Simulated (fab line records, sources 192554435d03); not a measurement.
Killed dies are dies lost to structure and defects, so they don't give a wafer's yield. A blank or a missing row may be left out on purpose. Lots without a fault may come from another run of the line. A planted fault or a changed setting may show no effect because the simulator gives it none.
Which tool did it? | flow n5_finfet | 24 lots, 72 wafers sampled, at 6 steps of a route of 1938

WHAT THE GAUGES READ, wafer by wafer
N5_FIN_SAQP_CD_MEAS_16: target cd 35.6 nm. Usual: cd_nm 35.60 nm, standard deviation 0.29.
lot  | measured    | on        | cd_nm (nm)        | flag
L074 | day 1 21:08 | cd_sem-03 | 35.58 35.61 36.00 |
L075 | day 2 03:50 | cd_sem-02 | 35.42 35.74 35.73 |
L076 | day 2 11:01 | cd_sem-02 | 35.82 35.88 35.83 |
L077 | day 2 15:52 | cd_sem-01 | 35.85 35.59 36.09 |
L078 | day 2 21:49 | cd_sem-02 | 35.35 35.78 35.35 |
L079 | day 3 03:17 | cd_sem-01 | 35.61 35.32 35.33 |
L080 | day 3 11:33 | cd_sem-02 | 35.80 35.46 35.72 |
L081 | day 3 15:40 | cd_sem-02 | 34.89 35.43 35.27 |
L082 | day 3 21:58 | cd_sem-03 | 35.60 35.45 35.72 |
L083 | day 4 05:15 | cd_sem-02 | 35.12 34.92 35.62 |
L084 | day 4 11:26 | cd_sem-03 | 35.75 35.61 35.63 |
L085 | day 4 18:12 | cd_sem-02 | 35.78 35.93 35.76 |
L086 | day 4 22:32 | cd_sem-03 | 35.63 35.41 35.62 |
L087 | day 5 04:43 | cd_sem-02 | 35.62 35.60 35.95 |
L088 | day 5 10:33 | cd_sem-01 | 35.81 35.80 35.63 |
L089 | day 5 15:38 | cd_sem-01 | 35.70 35.56 35.62 |
L090 | day 6 05:19 | cd_sem-02 | 35.65 35.67 35.52 |
L091 | day 6 10:55 | cd_sem-01 | 35.33 35.50 35.38 |
L092 | day 6 11:05 | cd_sem-01 | 35.84 35.86 35.53 |
L093 | day 6 19:50 | cd_sem-03 | 35.42 35.10 35.76 |
L094 | day 6 23:50 | cd_sem-03 | 36.11 36.34 35.95 |
L095 | day 7 04:08 | cd_sem-02 | 35.70 35.82 36.25 |
L096 | day 7 10:01 | cd_sem-01 | 35.34 35.46 35.36 |
L097 | day 7 16:17 | cd_sem-02 | 34.87 35.03 35.29 |

N5_FIN_SAQP_CD_MEAS_27: target cd 20 nm. Usual: cd_nm 20.33 nm, standard deviation 0.23.
lot  | measured    | on        | cd_nm (nm)        | flag
L074 | day 1 23:22 | cd_sem-01 | 20.49 20.58 20.45 |
L075 | day 2 06:36 | cd_sem-03 | 20.07 20.53 20.55 |
L076 | day 2 13:17 | cd_sem-03 | 20.34 20.11 19.82 |
L077 | day 2 18:15 | cd_sem-01 | 20.55 20.52 20.31 |
L078 | day 2 23:55 | cd_sem-01 | 20.62 20.27 20.18 |
L079 | day 3 05:25 | cd_sem-02 | 20.31 20.73 20.28 |
L080 | day 3 13:40 | cd_sem-02 | 19.95 19.86 19.77 |
L081 | day 3 18:52 | cd_sem-01 | 20.03 20.46 20.04 |
L082 | day 4 02:01 | cd_sem-02 | 19.97 20.38 20.28 |
L083 | day 4 08:48 | cd_sem-02 | 20.56 20.18 20.30 |
L084 | day 4 13:46 | cd_sem-02 | 20.45 20.28 20.52 |
L085 | day 4 20:53 | cd_sem-02 | 20.53 20.24 20.26 |
L086 | day 5 00:59 | cd_sem-03 | 20.62 20.04 20.58 |
L087 | day 5 07:01 | cd_sem-02 | 20.43 20.26 20.37 |
L088 | day 5 12:41 | cd_sem-03 | 20.19 20.42 20.28 |
L089 | day 5 18:16 | cd_sem-03 | 20.11 20.61 19.77 |
L090 | day 6 07:58 | cd_sem-01 | 20.69 20.54 20.07 |
L091 | day 6 13:10 | cd_sem-03 | 20.30 20.42 20.31 |
L092 | day 6 13:46 | cd_sem-02 | 19.99 20.54 20.05 |
L093 | day 6 21:56 | cd_sem-03 | 20.86 20.27 20.57 |
L094 | day 7 02:27 | cd_sem-01 | 19.88 20.58 19.94 |
L095 | day 7 06:19 | cd_sem-03 | 20.36 20.23 20.53 |
L096 | day 7 12:58 | cd_sem-01 | 20.12 20.50 20.35 |
L097 | day 7 18:47 | cd_sem-01 | 19.99 20.38 20.29 |

N5_STI_FIN_REVEAL_FIN_H_MEAS_10. Usual: trench_depth_nm 52.0 nm, standard deviation 0.64.
lot  | measured    | on     | trench_depth_nm (nm) | flag
L074 | day 2 11:43 | ocd-01 | 51.9 51.3 50.7       |
L075 | day 2 19:56 | ocd-02 | 52.7 51.6 52.1       |
L076 | day 3 03:05 | ocd-02 | 51.2 52.0 52.3       |
L077 | day 3 08:13 | ocd-01 | 52.7 52.5 52.8       |
L078 | day 3 13:05 | ocd-01 | 51.5 52.1 52.0       |
L079 | day 3 18:37 | ocd-01 | 52.4 50.7 52.8       |
L080 | day 4 02:26 | ocd-01 | 51.0 53.2 52.1       |
L081 | day 4 07:43 | ocd-02 | 51.5 51.6 52.1       |
L082 | day 4 15:43 | ocd-02 | 53.6 52.8 53.4       |
L083 | day 4 21:43 | ocd-02 | 52.9 52.6 52.1       |
L084 | day 5 04:31 | ocd-01 | 51.7 51.5 51.3       |
L085 | day 5 09:30 | ocd-01 | 52.9 52.8 52.5       |
L086 | day 5 13:23 | ocd-01 | 51.6 51.5 51.5       |
L087 | day 5 20:43 | ocd-01 | 51.9 52.0 51.5       |
L088 | day 6 01:22 | ocd-01 | 51.8 51.7 52.5       |
L089 | day 6 07:12 | ocd-01 | 53.4 52.9 52.3       |
L090 | day 6 20:30 | ocd-02 | 52.6 52.6 51.6       |
L091 | day 7 02:13 | ocd-01 | 52.7 52.4 52.1       |
L092 | day 7 03:01 | ocd-02 | 50.8 50.6 50.8       |
L093 | day 7 11:40 | ocd-01 | 52.0 52.5 52.0       |
L094 | day 7 14:46 | ocd-02 | 51.4 51.4 51.5       |
L095 | day 7 19:07 | ocd-01 | 51.4 51.6 52.1       |
L096 | day 8 01:59 | ocd-01 | 52.7 52.1 52.7       |
L097 | day 8 07:59 | ocd-02 | 52.6 52.2 52.3       |

WHICH TOOL RAN EACH LOT (tool, then ch and the chambers of the sampled wafers, then the start)
lot  | N5_FIN_SAQP_ETCH_65             | N5_FIN_CUT_DESCUM_13              | N5_STI_FIN_REVEAL_OXIDATION_33
L074 | rie_si-06 ch 0,1,2, day 1 23:31 | rie_diel-05 ch 0,2,3, day 2 02:06 | plasma_asher-01 ch 0,1, day 2 11:32
L075 | rie_si-06 ch 0,1, day 2 07:02   | rie_diel-06 ch 2,3, day 2 10:20   | plasma_asher-01 ch 0,1, day 2 19:45
L076 | rie_si-03 ch 0,1,3, day 2 13:26 | rie_diel-02 ch 1,2, day 2 16:17   | plasma_asher-01 ch 0, day 3 02:53
L077 | rie_si-02 ch 0,2,3, day 2 18:29 | rie_diel-06 ch 0,1, day 2 21:11   | plasma_asher-02 ch 1, day 3 08:01
L078 | rie_si-02 ch 1,2,3, day 3 00:07 | rie_diel-02 ch 0,1,3, day 3 02:55 | plasma_asher-02 ch 0,1, day 3 12:53
L079 | rie_si-03 ch 0,1,3, day 3 05:34 | rie_diel-06 ch 1,2,3, day 3 09:00 | plasma_asher-01 ch 1, day 3 18:25
L080 | rie_si-06 ch 2,3, day 3 14:05   | rie_diel-02 ch 0,1,2, day 3 16:45 | plasma_asher-01 ch 0,1, day 4 02:14
L081 | rie_si-06 ch 1,2,3, day 3 19:15 | rie_diel-02 ch 1,3, day 3 22:08   | plasma_asher-01 ch 0,1, day 4 07:31
L082 | rie_si-02 ch 1,2,3, day 4 02:13 | rie_diel-02 ch 1,2,3, day 4 05:07 | plasma_asher-02 ch 0,1, day 4 15:28
L083 | rie_si-06 ch 0,1, day 4 09:02   | rie_diel-05 ch 1,2,3, day 4 11:58 | plasma_asher-01 ch 0, day 4 21:31
L084 | rie_si-03 ch 0,2,3, day 4 13:55 | rie_diel-02 ch 1,3, day 4 18:19   | plasma_asher-01 ch 0,1, day 5 04:19
L085 | rie_si-02 ch 1,3, day 4 21:10   | rie_diel-06 ch 0,2,3, day 4 23:49 | plasma_asher-01 ch 0,1, day 5 09:19
L086 | rie_si-02 ch 1,2, day 5 01:08   | rie_diel-05 ch 0,1,2, day 5 03:43 | plasma_asher-02 ch 0,1, day 5 13:11
L087 | rie_si-02 ch 1,2,3, day 5 07:22 | rie_diel-06 ch 0,2,3, day 5 09:54 | plasma_asher-01 ch 0,1, day 5 20:31
L088 | rie_si-06 ch 1,3, day 5 12:50   | rie_diel-02 ch 1,2, day 5 15:17   | plasma_asher-02 ch 0,1, day 6 01:11
L089 | rie_si-03 ch 0,1,2, day 5 18:28 | rie_diel-05 ch 0,2,3, day 5 21:28 | plasma_asher-01 ch 0,1, day 6 07:00
L090 | rie_si-06 ch 0,1,2, day 6 08:11 | rie_diel-05 ch 0,2,3, day 6 10:58 | plasma_asher-01 ch 0,1, day 6 20:19
L091 | rie_si-03 ch 1,2,3, day 6 13:27 | rie_diel-02 ch 2,3, day 6 16:19   | plasma_asher-01 ch 0,1, day 7 02:01
L092 | rie_si-03 ch 1,2,3, day 6 13:55 | rie_diel-06 ch 1,2, day 6 17:08   | plasma_asher-02 ch 0,1, day 7 02:43
L093 | rie_si-06 ch 0,2,3, day 6 22:05 | rie_diel-05 ch 0,2, day 7 00:47   | plasma_asher-01 ch 0,1, day 7 11:28
L094 | rie_si-02 ch 0,2, day 7 02:41   | rie_diel-05 ch 0,3, day 7 05:12   | plasma_asher-02 ch 1, day 7 14:34
L095 | rie_si-06 ch 0,3, day 7 06:28   | rie_diel-05 ch 1,2,3, day 7 09:20 | plasma_asher-02 ch 0,1, day 7 18:55
L096 | rie_si-03 ch 0,2, day 7 13:21   | rie_diel-02 ch 1,3, day 7 16:19   | plasma_asher-01 ch 0,1, day 8 01:47
L097 | rie_si-06 ch 0,3, day 7 18:57   | rie_diel-05 ch 1,3, day 7 21:28   | plasma_asher-01 ch 0,1, day 8 07:47
- N5_FIN_SAQP_ETCH_65: etches SiO2 in CF4, target depth 4 nm, time 4.4 s.
- N5_FIN_CUT_DESCUM_13: chemistry O2, time 7 s.
- N5_STI_FIN_REVEAL_OXIDATION_33: chemistry O2 PLASMA REMOTE, time 20 s.

WHAT THE TOOLS THEMSELVES READ (means of the sampled wafers that have a number; where no wafer has one, the mark that the record gives instead)
N5_FIN_SAQP_ETCH_65. Usual: drypump_motor_current_A 5.62 A, standard deviation 0.24; oes_product_au 1.004 a.u., standard deviation 0.014; throttle_valve_pct 21.75 %, standard deviation 0.19.
lot  | tool      | drypump_motor_current_A (A) | oes_product_au (a.u.) | throttle_valve_pct (%) | flag
L074 | rie_si-06 | 5.58                        | 1.004                 | 21.63                  |
L075 | rie_si-06 | 5.47                        | 1.009                 | 21.78                  |
L076 | rie_si-03 | 5.85                        | 0.994                 | 21.63                  |
L077 | rie_si-02 | 5.73                        | 1.020                 | 21.93                  |
L078 | rie_si-02 | 5.48                        | 1.012                 | 21.95                  |
L079 | rie_si-03 | 5.84                        | 0.991                 | 21.63                  |
L080 | rie_si-06 | 5.77                        | 0.997                 | 21.56                  |
L081 | rie_si-06 | 5.62                        | 1.011                 | 21.72                  |
L082 | rie_si-02 | 5.48                        | 1.004                 | 21.94                  |
L083 | rie_si-06 | 5.43                        | 1.020                 | 21.78                  |
L084 | rie_si-03 | 5.69                        | 0.996                 | 21.65                  |
L085 | rie_si-02 | 5.31                        | 1.013                 | 22.03                  |
L086 | rie_si-02 | 5.62                        | 1.008                 | 21.86                  |
L087 | rie_si-02 | 5.46                        | 1.015                 | 21.94                  |
L088 | rie_si-06 | 5.57                        | 1.005                 | 21.89                  |
L089 | rie_si-03 | 5.63                        | 0.995                 | 21.62                  |
L090 | rie_si-06 | 5.60                        | 1.001                 | 21.62                  |
L091 | rie_si-03 | 5.67                        | 0.994                 | 21.70                  |
L092 | rie_si-03 | 5.66                        | 1.002                 | 21.69                  |
L093 | rie_si-06 | 5.67                        | 0.999                 | 21.64                  |
L094 | rie_si-02 | 5.86                        | 1.029                 | 21.85                  |
L095 | rie_si-06 | 5.61                        | 1.003                 | 21.70                  |
L096 | rie_si-03 | 5.51                        | 0.994                 | 21.64                  |
L097 | rie_si-06 | 5.56                        | 0.992                 | 21.69                  |

N5_FIN_CUT_DESCUM_13. Usual: drypump_motor_current_A 5.7 A, standard deviation 0.5; oes_product_au 0.77 a.u., standard deviation 0.072; rf_vpp_V 243.0 V, standard deviation 1.4; showerhead_plenum_p_Torr 2.08 Torr, standard deviation 0.074; throttle_valve_pct 20.48 %, standard deviation 0.2.
lot  | tool        | drypump_motor_current_A (A) | oes_product_au (a.u.) | rf_vpp_V (V) | showerhead_plenum_p_Torr (Torr) | throttle_valve_pct (%) | flag
L074 | rie_diel-05 | 5.6                         | 0.73                  | 242.7        | 2.06                            | 20.54                  |
L075 | rie_diel-06 | 6.5                         | 0.86                  | 242.5        | 2.07                            | 20.42                  |
L076 | rie_diel-02 | 5.3                         | 0.83                  | 243.3        | 2.09                            | 20.34                  |
L077 | rie_diel-06 | 5.6                         | 0.90                  | 243.9        | 2.09                            | 20.08                  |
L078 | rie_diel-02 | 5.8                         | 0.73                  | 243.5        | 2.11                            | 20.61                  |
L079 | rie_diel-06 | 6.2                         | 0.82                  | 242.7        | 2.05                            | 20.39                  |
L080 | rie_diel-02 | 5.3                         | 0.77                  | 243.0        | 2.07                            | 20.55                  |
L081 | rie_diel-02 | 6.2                         | 0.71                  | 244.7        | 2.18                            | 20.48                  |
L082 | rie_diel-02 | 5.8                         | 0.77                  | 243.6        | 2.13                            | 20.42                  |
L083 | rie_diel-05 | 5.7                         | 0.74                  | 242.9        | 2.09                            | 20.64                  |
L084 | rie_diel-02 | 6.2                         | 0.71                  | 243.6        | 2.17                            | 20.50                  |
L085 | rie_diel-06 | 6.3                         | 0.86                  | 242.5        | 2.09                            | 20.29                  |
L086 | rie_diel-05 | 5.6                         | 0.74                  | 243.1        | 2.11                            | 20.55                  |
L087 | rie_diel-06 | 6.3                         | 0.85                  | 243.3        | 2.09                            | 20.29                  |
L088 | rie_diel-02 | 5.2                         | 0.81                  | 242.6        | 2.09                            | 20.36                  |
L089 | rie_diel-05 | 5.6                         | 0.72                  | 242.5        | 2.05                            | 20.59                  |
L090 | rie_diel-05 | 5.6                         | 0.71                  | 242.2        | 2.05                            | 20.59                  |
L091 | rie_diel-02 | 6.1                         | 0.72                  | 243.5        | 2.12                            | 20.46                  |
L092 | rie_diel-06 | 5.8                         | 0.76                  | 242.7        | 2.02                            | 20.38                  |
L093 | rie_diel-05 | 5.5                         | 0.73                  | 243.3        | 2.08                            | 20.62                  |
L094 | rie_diel-05 | 5.7                         | 0.68                  | 242.6        | 2.01                            | 20.59                  |
L095 | rie_diel-05 | 5.7                         | 0.72                  | 242.6        | 2.08                            | 20.66                  |
L096 | rie_diel-02 | 5.9                         | 0.83                  | 243.5        | 2.17                            | 20.40                  |
L097 | rie_diel-05 | 5.7                         | 0.70                  | 241.4        | 2.04                            | 20.66                  |

N5_STI_FIN_REVEAL_OXIDATION_33. Usual: drypump_motor_current_A 5.83 A, standard deviation 0.04; heater_power_w 149 W, standard deviation 16.
lot  | tool            | drypump_motor_current_A (A) | heater_power_w (W) | flag
L074 | plasma_asher-01 | 5.83                        | 142                |
L075 | plasma_asher-01 | 5.84                        | 139                |
L076 | plasma_asher-01 | 5.84                        | 155                |
L077 | plasma_asher-02 | 5.77                        | 142                |
L078 | plasma_asher-02 | 5.82                        | 153                |
L079 | plasma_asher-01 | 5.84                        | 129                |
L080 | plasma_asher-01 | 5.82                        | 140                |
L081 | plasma_asher-01 | 5.83                        | 147                |
L082 | plasma_asher-02 | 5.86                        | 166                |
L083 | plasma_asher-01 | 5.83                        | 157                |
L084 | plasma_asher-01 | 5.84                        | 147                |
L085 | plasma_asher-01 | 5.82                        | 140                |
L086 | plasma_asher-02 | 5.86                        | 162                |
L087 | plasma_asher-01 | 5.81                        | 138                |
L088 | plasma_asher-02 | 5.79                        | 153                |
L089 | plasma_asher-01 | 5.82                        | 141                |
L090 | plasma_asher-01 | 5.85                        | 140                |
L091 | plasma_asher-01 | 5.83                        | 146                |
L092 | plasma_asher-02 | 5.83                        | 155                |
L093 | plasma_asher-01 | 5.86                        | 144                |
L094 | plasma_asher-02 | 5.80                        | 141                |
L095 | plasma_asher-02 | 5.82                        | 154                |
L096 | plasma_asher-01 | 5.82                        | 149                |
L097 | plasma_asher-01 | 5.82                        | 140                |

THE ANSWER, worked out from the rows above alone
Rule: a lot is off if the mean of its wafers that have a number lies more than 3 standard deviations from the usual mean. A lot without any number at a reading at which 4 lots or more have one is off too. The other lots that the step has rows for count as sound. The gauges are gone through in route order, then the tools' own readings, and for those a lot's mean is taken as printed above. The first step at which some lot is off is used, and at that step the reading that is off furthest; a lot without a number counts as furthest.
No lot is off at any reading shown: from this, nothing can be told.

WHAT THE SIMULATOR HAD PUT IN
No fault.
